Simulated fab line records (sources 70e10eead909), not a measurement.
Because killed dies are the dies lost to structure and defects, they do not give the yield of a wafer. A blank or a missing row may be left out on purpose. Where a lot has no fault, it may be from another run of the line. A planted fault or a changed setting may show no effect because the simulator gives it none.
fab line records + flow nand_harc
[record]
- lots = 6
- wafers = 18
- last_day = 33
route steps=1302 shown A_ZERO_WELL@406 A_SOURCE_PLATE@413 END@1302
lots with no fault: from the same line, run without faults
start_h: hours from the record's first day to the start of the lot's first wafer shown + wait_h: how many hours have passed since the lot's step before this one + " unchanged from the row above + L1.1+2: a single row standing in for several wafers + - either no value or no given start + * or withheld: withheld + < > ~ a bound
route shown NAME@n: a module of which the file shows steps, and the number in the route of the first + usual: mean/standard deviation of fault-free wafers + same: alike in all rows + chamber/n: place in a boat + sites: each site's reading + _std_site: the values' standard deviation + _edge_site: inner sites' mean taken away from outer sites' mean + radius_mm: for every site, how far away it sits from the centre of the wafer + mask NAME#n: copy n + behind: the most recent tool/chamber to have shaped the wafer + hold: why the lot was held/for how many hours/how that ended + device: transistor that didn't switch, given as n, p or np + end of line: the route-end tests of the same wafers + a step without rows: its recipe alone + killed: dies that structure and defects cost at the first sort, which is not the same as the wafer's yield + map: the dies of a wafer, with x for killed, . for not killed, _ for no die there
set.NAME: the setting that was run; set.NAME@STEP: the one run at that earlier step + model.NAME: the simulator's own value behind a step, which no gauge read
lots seen at some steps along the route; tables by step, rows by wafer
services: a tool's chamber out of use, with start hour (start_h, from the record's first day; less than 0 if before it), hours out, and reason
[[steps]]
[step NHARC_A_ZERO_WELL_STRIP_14]
[recipe]
- time_s = 900
- temp_c = 130
- chemistry = SPM
[step NHARC_A_ZERO_WELL_IMPLANT_15]
[recipe]
- energy_kev = 150
- dose_cm2 = 1e+13
- tilt_deg = 7
[step NHARC_A_ZERO_WELL_PRECLEAN_22]
[recipe]
- time_s = 60
- temp_c = 50
- bath_age_min = 0
- chemistry = SC1
[step NHARC_A_ZERO_WELL_SRD_23]
[step NHARC_A_ZERO_WELL_RTA_16]
[recipe]
- temp_c = 1000
- time_s = 10
[usual]
- lamp_power_pct = 27.5/0.37
- lamp_zone_1_pct = 27.5/0.38
- lamp_zone_4_pct = 27.5/0.38
- wafer_temp_C_max = 1004.2/1
| lot.wafer | tool          | chamber | start_h | wait_h | lamp_power_pct | lamp_zone_1_pct | lamp_zone_4_pct | wafer_temp_C_max |
|-----------|---------------|---------|---------|--------|----------------|-----------------|-----------------|------------------|
| L188.4    | rtp_anneal-02 | 0       | 121.20  | -      | 27.3           | 27.3            | 27.4            | 1002.7           |
| L188.5    | "             | 0       | "       | "      | 27.3           | 27.3            | 27.3            | 1003.1           |
| L188.6    | "             | 0       | "       | "      | 27.4           | 27.3            | 27.4            | 1004.0           |
| L195.1    | rtp_anneal-02 | 0       | 192.41  | -      | 27.4           | 27.4            | 27.3            | 1004.9           |
| L195.5    | "             | 0       | "       | "      | 27.3           | 27.4            | 27.4            | 1004.2           |
| L195.6    | "             | 0       | "       | "      | 27.3           | 27.3            | 27.4            | 1006.5           |
| L205.3    | rtp_anneal-01 | 0       | 298.77  | -      | 28.2           | 28.2            | 28.2            | 1003.8           |
| L205.4    | "             | 0       | "       | "      | 28.2           | 28.2            | 28.2            | 1003.0           |
| L205.6    | "             | 0       | "       | "      | 28.2           | 28.2            | 28.2            | 1002.5           |
| L206.1    | rtp_anneal-01 | 0       | 304.21  | -      | 28.2           | 28.2            | 28.2            | 1003.8           |
| L206.3    | "             | 0       | "       | "      | 28.2           | 28.2            | 28.1            | 1003.3           |
| L206.4    | "             | 0       | "       | "      | 28.2           | 28.2            | 28.2            | 1003.6           |
| L207.3    | rtp_anneal-02 | 0       | 319.15  | -      | 27.3           | 27.4            | 27.3            | 1004.8           |
| L207.4    | "             | 0       | "       | "      | 27.4           | 27.4            | 27.3            | 1003.5           |
| L207.5    | "             | 0       | "       | "      | 27.3           | 27.4            | 27.3            | 1004.9           |
| L208.1    | rtp_anneal-02 | 0       | 323.23  | -      | 27.3           | 27.4            | 27.3            | 1005.6           |
| L208.4    | "             | 0       | "       | "      | 27.4           | 27.3            | 27.3            | 1005.5           |
| L208.5    | "             | 0       | "       | "      | 27.3           | 27.3            | 27.4            | 1006.0           |
[step NHARC_A_ZERO_WELL_INSPECT_17]
[usual]
- raw_defect_count = 11/7
| lot.wafer | tool              | chamber | start_h | wait_h | raw_defect_count |
|-----------|-------------------|---------|---------|--------|------------------|
| L188.4    | defect_inspect-01 | -       | 121.31  | 0.1    | 14               |
| L188.5    | "                 | -       | "       | "      | 12               |
| L188.6    | "                 | -       | "       | "      | 6                |
| L195.1    | defect_inspect-02 | -       | 192.61  | 0.2    | 6                |
| L195.5    | "                 | -       | "       | "      | 10               |
| L195.6    | "                 | -       | "       | "      | 9                |
| L205.3    | defect_inspect-01 | -       | 298.92  | 0.1    | 9                |
| L205.4    | "                 | -       | "       | "      | 11               |
| L205.6    | "                 | -       | "       | "      | 13               |
| L206.1    | defect_inspect-02 | -       | 304.40  | 0.2    | 10               |
| L206.3    | "                 | -       | "       | "      | 4                |
| L206.4    | "                 | -       | "       | "      | 2                |
| L207.3    | defect_inspect-02 | -       | 319.29  | 0.1    | 20               |
| L207.4    | "                 | -       | "       | "      | 20               |
| L207.5    | "                 | -       | "       | "      | 21               |
| L208.1    | defect_inspect-01 | -       | 323.42  | 0.2    | 4                |
| L208.4    | "                 | -       | "       | "      | 10               |
| L208.5    | "                 | -       | "       | "      | 6                |
[step NHARC_A_SOURCE_PLATE_PRECLEAN_00]
[recipe]
- time_s = 60
- chemistry = HF-LAST
[step NHARC_A_SOURCE_PLATE_SRD_01]
[step NHARC_A_SOURCE_PLATE_OXIDE_02]
[recipe]
- target_thk_a = 100
- temp_c = 900
- ox_time_s = 1362
- material = SiO2
[step NHARC_A_SOURCE_PLATE_THK_MEAS_09]
[recipe]
- thk_meas_gauge = ellipsometry
[usual]
- thk_nm = 9.7/1
| lot.wafer | tool          | chamber | start_h | wait_h | thk_nm |
|-----------|---------------|---------|---------|--------|--------|
| L188.4    | film_metro-01 | -       | 128.63  | 0.4    | 9.2    |
| L188.5    | "             | -       | "       | "      | 10.9   |
| L188.6    | "             | -       | "       | "      | 9.4    |
| L195.1    | film_metro-01 | -       | 199.50  | 0.4    | 10.6   |
| L195.5    | "             | -       | "       | "      | 9.5    |
| L195.6    | "             | -       | "       | "      | 8.1    |
| L205.3    | film_metro-01 | -       | 308.36  | 0.4    | 10.2   |
| L205.4    | "             | -       | "       | "      | 10.1   |
| L205.6    | "             | -       | "       | "      | 9.7    |
| L206.1    | film_metro-01 | -       | 311.25  | 0.4    | 7.6    |
| L206.3    | "             | -       | "       | "      | 8.8    |
| L206.4    | "             | -       | "       | "      | 10.6   |
| L207.3    | film_metro-01 | -       | 326.61  | 0.4    | 9.8    |
| L207.4    | "             | -       | "       | "      | 12.4   |
| L207.5    | "             | -       | "       | "      | 11.8   |
| L208.1    | film_metro-01 | -       | 330.67  | 0.4    | 10.0   |
| L208.4    | "             | -       | "       | "      | 9.8    |
| L208.5    | "             | -       | "       | "      | 10.7   |
[step NHARC_A_SOURCE_PLATE_PVD_04]
[recipe]
- target_thk_a = 500
- material = WSi2
[step NHARC_A_SOURCE_PLATE_CVD_03]
[recipe]
- target_thk_a = 2000
- temp_c = 620
- pressure_mtorr = 200
- time_s = 4000
- material = poly-Si
[usual]
- spike_tc_bottom_C = 639.7/2.4
- spike_tc_centre_C = 620.6/1.2
- spike_tc_lower_C = 621.0/0.99
- spike_tc_top_C = 637.5/2.2
- spike_tc_upper_C = 619.1/1.2
- tube_center_temp_C = 620.01/0.055
| lot.wafer | tool          | chamber | start_h | wait_h | spike_tc_bottom_C | spike_tc_centre_C | spike_tc_lower_C | spike_tc_top_C | spike_tc_upper_C | tube_center_temp_C |
|-----------|---------------|---------|---------|--------|-------------------|-------------------|------------------|----------------|------------------|--------------------|
| L188.4    | lpcvd_poly-02 | 0       | 131.19  | -      | 635.6             | 621.3             | 619.9            | 637.9          | 618.0            | 619.99             |
| L188.5    | "             | 0       | "       | "      | 636.0             | 619.9             | 620.1            | 637.9          | 619.2            | 619.94             |
| L188.6    | "             | 0       | "       | "      | 636.6             | 622.4             | 618.9            | 636.4          | 620.6            | 619.92             |
| L195.1    | lpcvd_poly-01 | 0       | 201.98  | -      | 642.0             | 619.8             | 620.1            | 640.5          | 620.4            | 619.97             |
| L195.5    | "             | 0       | "       | "      | 640.4             | 618.9             | 621.2            | 640.0          | 619.5            | 619.93             |
| L195.6    | "             | 0       | "       | "      | 641.0             | 620.3             | 620.9            | 638.7          | 619.4            | 620.08             |
| L205.3    | lpcvd_poly-01 | 0       | 311.54  | -      | 628.9             | 607.0             | 608.9            | 628.5          | 608.6            | 607.78             |
| L205.4    | "             | 0       | "       | "      | 629.5             | 608.0             | 608.8            | 627.4          | 608.1            | 607.77             |
| L205.6    | "             | 0       | "       | "      | 627.3             | 608.7             | 608.0            | 627.7          | 607.2            | 607.68             |
| L206.1    | lpcvd_poly-01 | 0       | 311.54  | -      | 628.6             | 607.4             | 609.9            | 628.2          | 607.3            | 607.74             |
| L206.3    | "             | 0       | "       | "      | 629.2             | 607.6             | 608.2            | 625.9          | 608.0            | 607.73             |
| L206.4    | "             | 0       | "       | "      | 630.2             | 607.2             | 608.0            | 629.3          | 608.0            | 607.74             |
| L207.3    | lpcvd_poly-04 | 0       | 329.19  | -      | 639.4             | 621.7             | 622.2            | 635.3          | 618.6            | 620.08             |
| L207.4    | "             | 0       | "       | "      | 641.1             | 622.1             | 621.6            | 634.5          | 618.3            | 619.98             |
| L207.5    | "             | 0       | "       | "      | 642.0             | 620.9             | 619.2            | 634.1          | 619.9            | 619.96             |
| L208.1    | lpcvd_poly-04 | 0       | 333.26  | -      | 641.7             | 620.1             | 620.8            | 636.6          | 618.4            | 619.95             |
| L208.4    | "             | 0       | "       | "      | 641.4             | 621.9             | 622.3            | 635.0          | 618.7            | 619.99             |
| L208.5    | "             | 0       | "       | "      | 640.7             | 620.9             | 621.1            | 635.6          | 617.3            | 620                |
[step NHARC_A_SOURCE_PLATE_ANNEAL_05]
[recipe]
- temp_c = 850
- time_s = 1800
[step NHARC_A_SOURCE_PLATE_THK_MEAS_06]
[recipe]
- thk_meas_gauge = ellipsometry
[usual]
- thk_nm = 200.4/2
| lot.wafer | tool          | chamber | start_h | wait_h | thk_nm |
|-----------|---------------|---------|---------|--------|--------|
| L188.4    | film_metro-01 | -       | 141.70  | 0.4    | 202.3  |
| L188.5    | "             | -       | "       | "      | 201.4  |
| L188.6    | "             | -       | "       | "      | 203.6  |
| L195.1    | film_metro-02 | -       | 216.49  | 0.4    | 200.3  |
| L195.5    | "             | -       | "       | "      | 201.1  |
| L195.6    | "             | -       | "       | "      | 200.0  |
| L206.1    | film_metro-01 | -       | 323.34  | 0.4    | 151.5  |
| L206.3    | "             | -       | "       | "      | 150.3  |
| L206.4    | "             | -       | "       | "      | 151.9  |
| L205.3    | film_metro-02 | -       | 323.35  | 0.4    | 149.8  |
| L205.4    | "             | -       | "       | "      | 152.4  |
| L205.6    | "             | -       | "       | "      | 150.0  |
| L207.3    | film_metro-02 | -       | 339.71  | 0.4    | 200.1  |
| L207.4    | "             | -       | "       | "      | 200.1  |
| L207.5    | "             | -       | "       | "      | 200.0  |
| L208.1    | film_metro-01 | -       | 345.25  | 0.4    | 199.4  |
| L208.4    | "             | -       | "       | "      | 197.2  |
| L208.5    | "             | -       | "       | "      | 198.4  |
[step NHARC_END_SORT_01]
[recipe]
- temp_c = 25
[usual]
- killed_at_array = 47/14
- killed_at_other = 0.5/0.72
- killed_at_periphery = 4/3.1
- killed_dies = 52/15
- killed_open = 3.2/1.9
- killed_short = 2.4/1.7
[same]
- gross_dies = 677
| lot.wafer | tool      | chamber | start_h | wait_h | killed_at_array | killed_at_other | killed_at_periphery | killed_dies | killed_open | killed_short |
|-----------|-----------|---------|---------|--------|-----------------|-----------------|---------------------|-------------|-------------|--------------|
| L195.1    | prober-02 | 0       | 620.62  | 2.5    | 60              | 1               | 2                   | 63          | 5           | 3            |
| L195.5    | prober-02 | 0       | 623.82  | 3.7    | 56              | 0               | 5                   | 61          | 4           | 0            |
| L195.6    | prober-02 | 0       | 624.62  | 4.0    | 38              | 1               | 6                   | 45          | 2           | 2            |
// killed by level:class
L195.1 A_CHANNEL_HOLE_D2:chamber_film_flake=32 A_CHANNEL_HOLE_D1:chamber_film_flake=5 A_CHANNEL_FILL_D2:chamber_film_flake=5 A_CONTACT:chamber_film_flake=5 A_ZERO_WELL:chamber_film_flake=2 A_SLIT:chamber_film_flake=2 A_ONON_D1:geometric_particle:open=1 A_CHANNEL_FILL_D1:geometric_particle:open=1
L195.5 A_CHANNEL_HOLE_D2:chamber_film_flake=45 A_ONON_D2:geometric_particle:open=2 P_ZERO_WELL:chamber_film_flake=2 P_M2:chamber_film_flake=2 A_STAIRCASE:chamber_film_flake=2 A_SLIT:chamber_film_flake=2 P_CONTACT:geometric_particle:open=1 A_WL_FILL:geometric_particle:open=1
L195.6 A_CHANNEL_HOLE_D2:chamber_film_flake=21 A_CHANNEL_HOLE_D1:chamber_film_flake=4 A_CONTACT:chamber_film_flake=4 P_ZERO_WELL:chamber_film_flake=3 A_CHANNEL_FILL_D2:chamber_film_flake=3 A_STAIRCASE:chamber_film_flake=2 P_CONTACT:geometric_particle:short=1 A_ONON_D2:geometric_particle:open=1
[[services]]
| tool          | chamber | start_h | hours | kind |
|---------------|---------|---------|-------|------|
| lpcvd_poly-02 | -       | 182.00  | 26.0  | pm   |
[[key]]
[first_sign]
- step = NHARC_A_SOURCE_PLATE_CVD_03
- reading = tube_center_temp_C
- direction = down
- sigmas = 99+
- usual = *
- struck = *
[effect]
- step = NHARC_A_SOURCE_PLATE_CVD_03
- reading = spike_tc_lower_C
- direction = down
- sigmas = 13
- usual = 621.0
- struck = 608.6
[effect]
- step = NHARC_A_SOURCE_PLATE_THK_MEAS_06
- reading = thk_nm
- direction = down
- sigmas = 24
- usual = 200.4
- struck = 151.0
met_at NHARC_A_SOURCE_PLATE_CVD_03
struck_wafers L205.3,L205.4,L205.6,L206.1,L206.3,L206.4
tester_left_out L205,L206
onset_between 201.98 311.54
[fault]
- kind = process_parameter_drift
- tool = lpcvd_poly-01
- chamber = -
- onset_h = 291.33
- steps = NHARC_A_SOURCE_PLATE_CVD_03
- channel = temp_c
- offset = *
- shape = step
- end_h = 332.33
- acts_in = *
- stated = *
// tester_left_out: of these lots the tester's yield and bins aren't shown, on N5 and GAA mostly nor the transistor test; their killed dies are dies lost to structure and defects alone, not to doping, threshold or leakage, so they don't give the yield
